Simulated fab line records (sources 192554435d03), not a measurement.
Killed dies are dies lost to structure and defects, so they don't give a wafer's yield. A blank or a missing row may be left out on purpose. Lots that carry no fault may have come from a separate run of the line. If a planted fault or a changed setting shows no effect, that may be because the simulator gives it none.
The tool behind it: which one? ; flow n5 finfet ; Sampling: 12 lots, 36 wafers, 4 of 1938 route steps

== WHAT THE GAUGES SHOWED, per wafer ==
N5_BEOL_M8_INSPECT_58: inspects for defects (darkfield). Usual: raw defect count 71, standard deviation 20.
lot;measured;on;raw defect count;flag
L166;day 9 11:49;defect inspect-02;64 88 128;
L167;day 10 03:44;defect inspect-02;72 77 51;
L168;day 10 09:51;defect inspect-02;63 92 47;
L169;day 10 14:01;defect inspect-01;59 58 62;
L173;day 11 13:55;defect inspect-02;98 77 89;
L176;day 11 14:37;defect inspect-02;70 73 66;
L175;day 12 05:55;defect inspect-01;79 115 93;
L178;day 12 14:38;defect inspect-01;73 70 83;
L177;day 12 16:20;defect inspect-02;72 40 72;
L180;day 13 09:18;defect inspect-01;54 59 41;
L187;day 14 07:58;defect inspect-01;31 62 74;
L188;day 15 00:40;defect inspect-01;87 51 64;

N5_BEOL_M9_OVL_MEAS_29. Usual: V8_OVL -0.1 nm, standard deviation 0.66.
lot;measured;on;V8_OVL (nm);flag
L166;day 9 18:01;overlay-02;0.6 -1.1 -0.1;
L167;day 10 08:32;overlay-01;0.1 1.2 0.0;
L168;day 10 12:34;overlay-02;-0.1 0.1 0.3;
L169;day 10 17:16;overlay-02;0.3 1.0 0.8;
L173;day 11 16:08;overlay-01;0.2 0.2 0.4;
L176;day 11 18:18;overlay-01;-0.3 0.4 0.5;
L175;day 12 10:10;overlay-02;-0.1 -0.3 -0.1;
L178;day 12 17:44;overlay-02;0.3 -0.5 -0.1;
L177;day 12 20:37;overlay-02;0.2 0.6 -0.7;
L180;day 13 11:43;overlay-01;1.1 1.7 0.6;
L187;day 14 12:53;overlay-02;-0.2 -0.6 -0.2;
L188;day 15 03:50;overlay-02;0.5 0.2 0.8;

== WHICH TOOL RAN EACH LOT (tool, then ch and the chambers of the sampled wafers, then the start) ==
lot;N5_BEOL_M8_SPUTTER_48;N5_BEOL_M9_COAT_63
L166;pvd sputter-03, day 9 10:34;litho track-03 ch 0, day 9 17:35
L167;pvd sputter-01, day 10 02:47;litho track-04 ch 0, day 10 08:05
L168;pvd sputter-02, day 10 08:15;litho track-03 ch 0, day 10 12:16
L169;pvd sputter-03, day 10 13:01;litho track-04 ch 0, day 10 16:58
L173;pvd sputter-01, day 11 12:57;litho track-03 ch 0, day 11 15:43
L176;pvd sputter-03, day 11 13:40;litho track-04 ch 0, day 11 18:00
L175;pvd sputter-01, day 12 04:49;litho track-04 ch 0, day 12 09:44
L178;pvd sputter-02, day 12 13:35;litho track-02 ch 0, day 12 17:19
L177;pvd sputter-02, day 12 15:22;litho track-02 ch 0, day 12 20:11
L180;pvd sputter-02, day 13 08:20;litho track-02 ch 0, day 13 11:17
L187;pvd sputter-02, day 14 06:58;litho track-02 ch 0, day 14 12:36
L188;pvd sputter-01, day 14 23:42;litho track-02 ch 0, day 15 03:25
- N5_BEOL_M8_SPUTTER_48: material Cu, target thk 10 nm, time 1.667 s.
- N5_BEOL_M9_COAT_63: time 60 s, resist thk 60 nm.

== WHAT THE TOOLS THEMSELVES READ (means of the sampled wafers that have a number; where no wafer has one, the mark that the record gives instead) ==
N5_BEOL_M8_SPUTTER_48. Usual: cathode dc power W 26000 W, standard deviation 4.6; chuck gas flow sccm 1.26 sccm, standard deviation 0.058; throttle valve pct 30.3 %, standard deviation 1.2.
lot;tool;cathode dc power W (W);chuck gas flow sccm (sccm);throttle valve pct (%);flag
L166;pvd sputter-03;26004;1.27;31.3;
L167;pvd sputter-01;26001;1.27;29.8;
L168;pvd sputter-02;26000;1.28;30.0;
L169;pvd sputter-03;25994;1.26;31.2;
L173;pvd sputter-01;25998;1.29;29.8;
L176;pvd sputter-03;25997;1.28;31.1;
L175;pvd sputter-01;26002;1.25;30.2;
L178;pvd sputter-02;26002;1.33;30.5;
L177;pvd sputter-02;26002;1.24;29.7;
L180;pvd sputter-02;26002;1.21;29.9;
L187;pvd sputter-02;26001;1.32;29.8;
L188;pvd sputter-01;26001;1.27;29.8;

N5_BEOL_M9_COAT_63. Usual: exhaust pa 45.2 Pa, standard deviation 0.91; spin speed rpm 1500.0 rpm, standard deviation 0.99.
lot;tool;exhaust pa (Pa);spin speed rpm (rpm);flag
L166;litho track-03;46.3;1498.7;
L167;litho track-04;45.0;1499.2;
L168;litho track-03;44.6;1500.0;
L169;litho track-04;46.2;1501.4;
L173;litho track-03;45.5;1500.6;
L176;litho track-04;43.8;1499.8;
L175;litho track-04;46.1;1498.8;
L178;litho track-02;45.6;1499.3;
L177;litho track-02;45.5;1500.2;
L180;litho track-02;45.2;1500.4;
L187;litho track-02;46.0;1171.5;OFF
L188;litho track-02;44.1;1172.4;OFF

== THE ANSWER, worked out from the rows above alone ==
Rule: lot off if the mean of its wafers having a number is beyond 3 standard deviations from the usual mean. Also off: a lot with no number at a reading for which 4 or more lots have one. All remaining lots with rows at the step are treated as sound. Order of review: gauges by route order, followed by the tools' own readings, for which a lot's mean as printed above is used. At the first step where some lot is off, the reading lying furthest off is the one used; lots without a number count as furthest.
Off: L187, L188, at N5_BEOL_M9_COAT_63 (spin speed rpm).
A tool fits if, at that step or a process step before it, it ran every lot that is off, and no sound lot after the first of them. One fits: N5_BEOL_M9_COAT_63 on litho track-02. A fault onset in the window from L180 (day 13 11:17, its last sound lot) to L187 (day 14 12:36, its first lot off) fits.
The tool's own readings at N5_BEOL_M9_COAT_63 bear it out: on the lots that are off they differ by more than 5 times the standard deviation of the sound lots' means. spin speed rpm reads 1172.0 rpm there against 1499.8 rpm on the sound lots.

== WHAT THE SIMULATOR HAD INSERTED ==
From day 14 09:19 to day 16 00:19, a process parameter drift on litho track-02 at N5_BEOL_M9_COAT_63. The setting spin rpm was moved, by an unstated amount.
Lots struck among those shown: L187, L188. Same finding as the rule above.
